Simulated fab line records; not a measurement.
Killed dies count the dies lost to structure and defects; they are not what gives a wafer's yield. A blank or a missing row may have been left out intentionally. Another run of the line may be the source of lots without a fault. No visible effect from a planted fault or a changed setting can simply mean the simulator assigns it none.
One fault seen from 3 desks | flow n5Finfet | what lay behind the numbers comes last; until then each desk has only its own

## THE DEFECT DESK
For each lot, the counts of the inspections along the route, averaged over the sampled wafers that have a number. If a lot's mean is further than 4 standard deviations from the usual mean, the lot is out of limits and carries the mark OUT (the distance appears in the brackets).
Columns: A = rawDefectCount at N5_DUMMY_GATE_INSPECT_17, usual 201
lot  | first seen here | A
L497 | day 3 03:54     | 151
L500 | day 4 01:17     | 249
L502 | day 4 12:19     | 152
L506 | day 5 13:13     | 160
L509 | day 6 02:52     | 212
L510 | day 6 08:33     | 251
L514 | day 7 10:33     | 236
L516 | day 8 00:25     | 211
L519 | day 8 15:49     | 222
Finding of this desk: none of the 9 lots has anything out of limits.

## THE TOOL OWNER'S DESK: rieDiel-05
The tool's own readings at N5_DUMMY_GATE_ETCH_42 (etches SiO2 in CHF3/O2, target depth 3.5 nm, time 31 s): means of the sampled wafers that have a number, for each lot that ran on this tool. If a lot's mean is further than 4 standard deviations from the usual mean, the lot is out of limits and carries the mark OUT (the distance appears in the brackets). It has 9 readings, of which 7 appear: the earliest out of limits, and the ones furthest out on some lot.
Columns: A = biasW at N5_DUMMY_GATE_ETCH_42, usual 12.00 W; B = drypumpMotorCurrentA at N5_DUMMY_GATE_ETCH_42, usual 5.6 A; C = mfcArSccm at N5_DUMMY_GATE_ETCH_42, usual 200.0 sccm; D = oes_o_777_au at N5_DUMMY_GATE_ETCH_42, usual 0.76 a.u.; E = oesProductAu at N5_DUMMY_GATE_ETCH_42, usual 0.76 a.u.; F = rfVppV at N5_DUMMY_GATE_ETCH_42, usual 42.9 V; G = showerheadPlenumPTorr at N5_DUMMY_GATE_ETCH_42, usual 2.42 Torr
lot  | first seen here | A               | B   | C     | D    | E    | F    | G
L497 | day 3 04:51     | 12.02           | 5.3 | 199.4 | 0.75 | 0.76 | 43.6 | 2.31
L510 | day 6 09:33     | 12.03           | 5.8 | 200.1 | 0.76 | 0.76 | 42.9 | 2.45
L514 | day 7 11:38     | 12.00           | 5.7 | 200.4 | 0.73 | 0.74 | 43.9 | 2.37
L516 | day 8 01:35     | 12.45 (+12) OUT | 5.4 | 201.0 | 0.72 | 0.73 | 43.1 | 2.37
L519 | day 8 18:00     | 12.03           | 5.5 | 199.8 | 0.73 | 0.74 | 42.2 | 2.44
This desk's finding: out of limits on L516; first on L516, day 8 01:35 (biasW at N5_DUMMY_GATE_ETCH_42). L497, L510, L514, L519: within limits.

## FROM THE METROLOGY DESK
What the gauges read for every lot (on any tool): the sampled wafers with a number, averaged. If a lot's mean is further than 4 standard deviations from the usual mean, the lot is out of limits and carries the mark OUT (the distance appears in the brackets). It has 11 readings; the 7 that lie furthest out on some lot are the ones shown.
Columns: A = cdNm at N5_DUMMY_GATE_CD_MEAS_24, usual 15.2 nm; B = DIBL_P at N5_BEOL_M4_RC_MEAS_101, usual 36 mV/V; C = IOFF_N at N5_BEOL_M4_RC_MEAS_101, usual 0.16 nA/um; D = ION_N at N5_BEOL_M4_RC_MEAS_101, usual 674 uA/um; E = ION_P at N5_BEOL_M4_RC_MEAS_101, usual 462 uA/um; F = SS_N at N5_BEOL_M4_RC_MEAS_101, usual 71.6 mV/dec; G = SS_P at N5_BEOL_M4_RC_MEAS_101, usual 73.2 mV/dec
lot  | first seen here | A    | B  | C    | D   | E   | F    | G
L497 | day 3 04:49     | 15.9 | 36 | 0.12 | 660 | 462 | 70.5 | 72.8
L500 | day 4 02:11     | 15.4 | 35 | 0.14 | 673 | 460 | 71.1 | 72.5
L502 | day 4 13:13     | 15.5 | 34 | 0.14 | 668 | 451 | 70.7 | 72.9
L506 | day 5 14:07     | 15.3 | 34 | 0.15 | 671 | 465 | 71.4 | 72.8
L509 | day 6 03:46     | 15.6 | 33 | 0.13 | 660 | 453 | 71.5 | 72.4
L510 | day 6 09:27     | 15.2 | 36 | 0.19 | 690 | 469 | 71.5 | 73.6
L514 | day 7 11:35     | 15.5 | 36 | 0.18 | 676 | 461 | 71.5 | 72.8
L516 | day 8 01:28     | 14.9 | 39 | 0.18 | 674 | 462 | 71.6 | 74.3
L519 | day 8 17:52     | 15.0 | 40 | 0.21 | 681 | 463 | 72.5 | 73.7
Finding of this desk: none of the 9 lots has anything out of limits.

## PUT TOGETHER
At day 8 01:35, on L516, the tool owner's desk was in a position to raise an alarm.
The defect desk saw nothing out of limits.
The metrology desk saw nothing out of limits.
The defect desk has L516 on record, within its limits.
The metrology desk holds a record of L516, inside its limits.
Every lot named ran N5_DUMMY_GATE_ETCH_42 on rieDiel-05.

## WHAT THE SIMULATOR PUT IN
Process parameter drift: rieDiel-05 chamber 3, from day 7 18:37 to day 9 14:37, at N5_DUMMY_GATE_ETCH_42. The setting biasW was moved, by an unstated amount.
Lots struck among those shown: L516.
Delay in hours, fault start to first out-of-limits reading, by desk: the tool owner's desk at 7.
